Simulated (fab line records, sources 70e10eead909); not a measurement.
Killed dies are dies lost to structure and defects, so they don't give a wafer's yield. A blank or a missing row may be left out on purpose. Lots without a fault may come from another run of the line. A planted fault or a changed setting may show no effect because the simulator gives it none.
Chamber matching | flow nand_harc | NHARC_A_CONTACT_ETCH_91 on rie_diel-11: 4 sister chambers
The step etches the open film in CH3F/O2, target depth 40 nm, time 85.7 s. 8 wafers are shown with their chamber, then 7 later ones without.

WAFERS WITH THEIR CHAMBER
wafer  | chamber | showerhead_plenum_p_Torr (Torr) | drypump_motor_current_A (A)
L874.1 | 1       | 2.65                            | 5.5
L876.2 | 0       | 2.33                            | 6.3
L876.6 | 1       | 2.65                            | 5.5
L881.1 | 0       | 2.33                            | 6.4
L882.1 | 3       | 2.65                            | 5.6
L883.1 | 2       | 2.64                            | 5.1
L889.1 | 2       | 2.63                            | 5.1
L889.3 | 3       | 2.64                            | 5.6

WAFERS WITHOUT THEIR CHAMBER
wafer  | showerhead_plenum_p_Torr (Torr) | drypump_motor_current_A (A)
L889.4 | 2.65                            | 5.5
L892.1 | 2.32                            | 6.3
L892.2 | 2.64                            | 5.5
L892.5 | 2.64                            | 5.6
L890.1 | 2.32                            | 6.4
L890.3 | 2.63                            | 5.1
L890.6 | 2.63                            | 5.1

WHICH CHAMBER EACH WENT THROUGH
wafer  | from the rows above     | in truth
L889.4 | 1                       | 1
L892.1 | 0                       | 0
L892.2 | can't be placed: 1 or 3 | 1
L892.5 | 3                       | 3
L890.1 | 0                       | 0
L890.3 | 2                       | 2
L890.6 | 2                       | 2
Placed correctly: 6 of 7. Can't be placed from these rows: 1 (the true chamber is among the candidates in 1). Placed wrongly: 0.
How it was worked out, from the rows above alone: a wafer's distance from a chamber is the root of the sum, over the readings, of the square of ((its reading less the chamber's mean) divided by the reading's scatter). The wafer belongs to the nearest chamber; if the next one is less than 2 further off, it can't be placed. A chamber's mean is the mean of its shown wafers. The scatter: the root of (the sum of the squares of (reading less its chamber's mean) over the shown wafers, divided by (wafers less chambers)).
